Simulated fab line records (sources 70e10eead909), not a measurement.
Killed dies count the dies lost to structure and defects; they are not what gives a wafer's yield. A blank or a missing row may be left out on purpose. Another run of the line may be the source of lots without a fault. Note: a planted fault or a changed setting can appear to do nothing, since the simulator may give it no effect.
A lot that was struck, set against a sound lot | flow nand-harc | 16 out of 1302 route steps
Sound: wafers L178.1, L178.2, L178.6. Struck: wafers L185.1, L185.4 (left out: L185.3, a lot-mate that was not struck); the cause follows at the end.
Order at every step that has rows: each side's tool, ch and its chambers, its first start. Under that, the readings that differ: sound wafers | struck wafers | difference of the means | sigmas: that difference in standard deviations of wafers without a fault.
alike: same words and numbers on both sides, and readings whose means sit less than 2 such deviations apart. not compared: any withheld reading, any reading some wafer has no value for, any bound like >300 that may hide the same value, and any number with overlapping values for which the record gives no deviation.
Wherever a step has rows on one side only, a row that says differs or no value, or a row with sigmas, the two part there. Numbers that don't overlap but have no deviation are shown without sigmas and don't part them. Lack of a reading on every wafer of one side parts them only where that side has two or more wafers.

NHARC_A_SGD_CUT_CD_MEAS_09: target cd 100 nm.
  sound on cd-sem-02 ch 0, day 21 03:42; struck on cd-sem-02 ch 0, day 24 16:29
  alike: cd-nm
NHARC_A_SGD_CUT_OVL_MEAS_10:
  sound on overlay-02, day 21 03:47; struck on overlay-01, day 24 16:35
  alike: overlay-x-nm, overlay-y-nm
NHARC_A_SGD_CUT_INSPECT_11:
  sound on defect-inspect-02, day 21 03:49; struck on defect-inspect-01, day 24 16:37
  alike: raw-defect-count
NHARC_A_SGD_CUT_DESCUM_14: chemistry O2, time 3 s.
  sound on rie-diel-03 ch 1,2,3, day 21 03:53; struck on rie-diel-11 ch 0,2, day 24 16:41
  alike: chamber-pressure-mTorr, drypump-motor-current-A, oes-product-au, rf-vpp-V, showerhead-plenum-p-Torr, throttle-valve-pct
  not compared: rf-hours-counter-h
NHARC_A_SGD_CUT_ETCH_58: etches the open film in CF4, target depth 39 nm, time 65 s.
  sound on rie-diel-03 ch 1,3, day 21 03:58; struck on rie-diel-11 ch 1,2, day 24 16:46
  reading               | sound             | struck      | difference | sigmas
  oes-product-au (a.u.) | 0.980 0.980 0.990 | 1.004 1.015 | +0.026     | +3
  alike: chamber-pressure-mTorr, drypump-motor-current-A, rf-vpp-V, showerhead-plenum-p-Torr, throttle-valve-pct
  not compared: rf-hours-counter-h
NHARC_A_SGD_CUT_ETCH_59: etches the open film in N2/H2, target depth 260 nm, time 406.25 s.
  sound: rie-diel-03 ch 0,1; struck: rie-diel-11 ch 0,3
  alike: chamber-pressure-mTorr, drypump-motor-current-A, oes-product-au, rf-vpp-V, showerhead-plenum-p-Torr, throttle-valve-pct
  not compared: rf-hours-counter-h
then, 1 step without rows for these wafers: NHARC_A_SGD_CUT_ETCH_15 (etches the open film in CH3F/O2, target depth 75 nm, time 64.3 s).
NHARC_A_SGD_CUT_ETCH_16: etches the open film in C4F8/O2/Ar, target depth 310.5 nm, time 155.2 s.
  sound: rie-diel-03 ch 0,1,2; struck: rie-diel-11 ch 2,3
  alike: chamber-pressure-mTorr, oes-product-au, rf-vpp-V
  not compared: rf-hours-counter-h
then, 1 step without rows for these wafers: NHARC_A_SGD_CUT_STRIP_60 (strips in C4F8/O2/Ar).
NHARC_A_SGD_CUT_STRIP_17: strips in O2.
  sound: rie-diel-03 ch 1,2,3; struck: rie-diel-11 ch 1,2
  reading               | sound             | struck      | difference | sigmas
  oes-product-au (a.u.) | 0.995 1.000 0.994 | 1.007 1.018 | +0.016     | +2
  alike: chamber-pressure-mTorr, drypump-motor-current-A, rf-vpp-V, showerhead-plenum-p-Torr, throttle-valve-pct
  not compared: rf-hours-counter-h
then, 2 steps without rows for these wafers: NHARC_A_SGD_CUT_PRECLEAN_18 (cleans in SC1); NHARC_A_SGD_CUT_SRD_19.
NHARC_A_SGD_CUT_DEP_20: deposits SiO2, target thk 150 nm.
  sound on fcvd-02 ch 0, day 21 05:02; struck on fcvd-02 ch 0,1, day 24 17:47
then, 1 step without rows for these wafers: NHARC_A_SGD_CUT_ANNEAL_27 (time 1800 s).
NHARC_A_SGD_CUT_CMP_21: polishes, target thk 148.19 nm.
  sound on cmp-04 ch 0,3, day 21 08:40; struck on cmp-04 ch 0,2, day 24 22:34
  reading                | sound          | struck    | difference | sigmas
  time-to-endpoint-s (s) | 52.2 50.3 51.8 | 60.9 63.6 | +10.8      | +5
  alike: motor-current-A
NHARC_A_SGD_CUT_THK_MEAS_22: measures by ellipsometry.
  sound on film-metro-02, day 21 08:56; struck on film-metro-02, day 24 22:49
  alike: thk-nm

== WHERE THEY PART ==
Earliest at NHARC_A_SGD_CUT_ETCH_58; latest, in this record, at NHARC_A_SGD_CUT_CMP_21. Later steps at which nothing parts them and some readings are alike: NHARC_A_SGD_CUT_THK_MEAS_22.

WHY: the cause the simulator had injected
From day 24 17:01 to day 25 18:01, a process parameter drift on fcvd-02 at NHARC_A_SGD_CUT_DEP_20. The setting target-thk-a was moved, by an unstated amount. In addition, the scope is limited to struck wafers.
